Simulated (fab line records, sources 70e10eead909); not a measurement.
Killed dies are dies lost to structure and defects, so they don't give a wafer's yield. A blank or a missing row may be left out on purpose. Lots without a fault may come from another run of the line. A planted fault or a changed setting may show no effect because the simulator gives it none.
Chamber matching | flow nand_harc | NHARC_A_CHANNEL_HOLE_D2_ETCH_38 on rie_diel-06: 4 sister chambers
The step etches the open film in CF4, target depth 39 nm, time 65 s. 8 wafers are shown with their chamber, then 11 later ones without.

WAFERS WITH THEIR CHAMBER
wafer  | chamber | drypump_motor_current_A (A) | rf_vpp_V (V)
L078.4 | 0       | 5.9                         | 150.2
L083.3 | 1       | 5.5                         | 151.2
L083.4 | 0       | 6.0                         | 150.4
L087.1 | 2       | 6.3                         | 150.2
L087.6 | 1       | 5.5                         | 151.4
L089.4 | 2       | 6.3                         | 150.3
L089.6 | 3       | 6.0                         | 150.8
L091.1 | 3       | 6.0                         | 151.0

WAFERS WITHOUT THEIR CHAMBER
wafer  | drypump_motor_current_A (A) | rf_vpp_V (V)
L091.2 | 5.9                         | 150.6
L091.3 | 5.5                         | 151.4
L092.1 | 5.9                         | 151.0
L092.4 | 5.5                         | 150.3
L092.5 | 6.0                         | 150.2
L094.2 | 5.5                         | 151.3
L094.3 | 6.3                         | 149.9
L094.5 | 6.3                         | 149.3
L095.1 | 6.2                         | 151.0
L095.3 | 6.0                         | 149.5
L095.6 | 6.0                         | 149.8

WHICH CHAMBER EACH WENT THROUGH
wafer  | from the rows above     | in truth
L091.2 | can't be placed: 0 or 3 | 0
L091.3 | 1                       | 1
L092.1 | 3                       | 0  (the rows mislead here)
L092.4 | 1                       | 1
L092.5 | 0                       | 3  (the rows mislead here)
L094.2 | 1                       | 1
L094.3 | 2                       | 2
L094.5 | 2                       | 2
L095.1 | can't be placed: 3 or 2 | 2
L095.3 | 0                       | 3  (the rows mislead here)
L095.6 | 0                       | 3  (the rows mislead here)
Placed correctly: 5 of 11. Can't be placed from these rows: 2 (the true chamber is among the candidates in 2). Placed wrongly: 4.
How it was worked out, from the rows above alone: a wafer's distance from a chamber is the root of the sum, over the readings, of the square of ((its reading less the chamber's mean) divided by the reading's scatter). The wafer belongs to the nearest chamber; if the next one is less than 2 further off, it can't be placed. A chamber's mean is the mean of its shown wafers. The scatter: the root of (the sum of the squares of (reading less its chamber's mean) over the shown wafers, divided by (wafers less chambers)).
